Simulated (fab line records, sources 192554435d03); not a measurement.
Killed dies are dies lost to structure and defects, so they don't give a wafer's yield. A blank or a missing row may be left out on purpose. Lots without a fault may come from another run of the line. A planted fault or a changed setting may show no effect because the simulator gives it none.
A struck lot beside a sound one | flow n5_finfet | 16 steps out of a route of 1938
Sound: wafers L458.2, L458.4, L458.5. Struck: wafer L468.5. (L468.2 of the same lot was not struck and is left out.) The cause comes at the end.
At each step with rows: each side's tool, then ch and its chambers, then its first start. Under that, the readings that differ: sound wafers | struck wafers | difference of the means | sigmas: that difference in standard deviations of wafers without a fault.
alike: readings whose means differ by less than 2 such deviations, and words and numbers that are the same on both sides. not compared: withheld readings, readings that some wafer has no value for, bounds like >300 that may hide the same value, and numbers for which the record gives no deviation and whose values overlap.
The two part at a step that has a row with sigmas, a row that says differs or no value, or rows on one side only. Numbers that don't overlap but have no deviation are shown without sigmas and don't part them. A reading that every wafer of one side lacks parts them only if that side has two wafers or more.

first, 8 steps without rows for these wafers: N5_BEOL_M1_COAT_68 (time 60 s, resist thk 12 nm); N5_BEOL_M1_COAT_76 (time 60 s, resist thk 5 nm); N5_BEOL_M1_COAT_22 (resist thk 30 nm); N5_BEOL_M1_EBR_24; N5_BEOL_M1_SOFTBAKE_23 (time 60 s); N5_BEOL_M1_EXPOSE_25 (exposes mask V0, defocus 5 nm, target cd 24 nm); N5_BEOL_M1_PEB_26 (peb time 60 s); N5_BEOL_M1_DEVELOP_27 (develop time 30 s).
N5_BEOL_M1_CD_MEAS_28: target cd y 23.3 nm.
  sound on cd_sem-01 ch 0, day 7 14:35; struck on cd_sem-01 ch 0, day 10 04:47
  alike: cd_nm
N5_BEOL_M1_OVL_MEAS_29:
  sound on overlay-02 ch 0, day 7 14:37; struck on overlay-01 ch 0, day 10 04:50
  alike: V0_OVL
N5_BEOL_M1_INSPECT_30: inspects for defects (brightfield).
  sound on defect_inspect-02, day 7 14:40; struck on defect_inspect-01, day 10 04:53
  alike: raw_defect_count
N5_BEOL_M1_DESCUM_33: chemistry O2, time 7 s.
  sound on rie_diel-03 ch 0,2,3, day 7 14:43; struck on rie_diel-03 ch 0, day 10 04:59
  alike: chamber_pressure_mTorr, drypump_motor_current_A, oes_product_au, rf_vpp_V, showerhead_plenum_p_Torr, throttle_valve_pct
  not compared: rf_hours_counter_h
N5_BEOL_M1_ETCH_77: etches underlayer in N2/H2, target depth 6.5 nm, time 5.2 s.
  sound on rie_diel-03 ch 0,2,3, day 7 14:44; struck on rie_diel-03 ch 0, day 10 05:53
  reading               | sound          | struck | difference | sigmas
  etch_rf_on_time_s (s) | 5.06 5.13 5.06 | 3.71   | -1.37      | -11
  oes_product_au (a.u.) | 0.63 0.62 0.61 | 0.75   | +0.13      | +2
  alike: chamber_pressure_mTorr, drypump_motor_current_A, rf_vpp_V, showerhead_plenum_p_Torr, throttle_valve_pct
  not compared: rf_hours_counter_h
N5_BEOL_M1_ETCH_69: etches SiARC in CF4, target depth 15.6 nm, time 26 s.
  sound on rie_diel-03 ch 0,2,3, day 7 14:46; struck on rie_diel-03 ch 0, day 10 05:54
  alike: cf4_flow_sccm, chamber_pressure_mTorr, drypump_motor_current_A, etch_rf_on_time_s, oes_product_au, rf_vpp_V, showerhead_plenum_p_Torr, throttle_valve_pct
  not compared: rf_hours_counter_h
-- the record jumps here: 2 days lie between the struck wafers' starts before and after (it left off in module BEOL_M1 and takes up again in module BEOL_M4, whose first step shown is number 1111 of the route) --
N5_BEOL_M4_RC_MEAS_101:
  sound on prober-01 ch 0, day 9 08:05; struck on prober-01 ch 0, day 12 06:02
  alike: DIBL_N, DIBL_P, IOFF_N, IOFF_P, ION_N, ION_P, SS_N, SS_P, VT_N, VT_P
-- the record jumps here: 5 days lie between the struck wafers' starts before and after (it left off in module BEOL_M4 and takes up again in module PASSIVATION, whose first step shown is number 1936 of the route) --
N5_PASSIVATION_PROBE_49:
  sound on prober-01, day 13 13:46; struck on prober-02, day 17 06:23
  reading         | sound  | struck | difference | sigmas
  killed_at_other | 9 16 9 | 1      | -10        | -3
  alike: defect_limited_yield, killed_at_M0_to_M3, killed_at_M4_up, killed_at_contacts, killed_at_front_end, killed_dies, killed_on_rim, killed_open, killed_short, sort_bin_5_function, sort_bin_6_memory, sort_bin_8_speed, sort_n_pass, sort_yield_pct

WHERE THEY PART
First at N5_BEOL_M1_ETCH_77; last, within this record, at N5_PASSIVATION_PROBE_49.

WHY: what the simulator had put in
Process parameter drift: rie_diel-03, from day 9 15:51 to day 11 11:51, at N5_BEOL_M1_ETCH_77. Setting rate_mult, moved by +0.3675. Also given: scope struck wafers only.
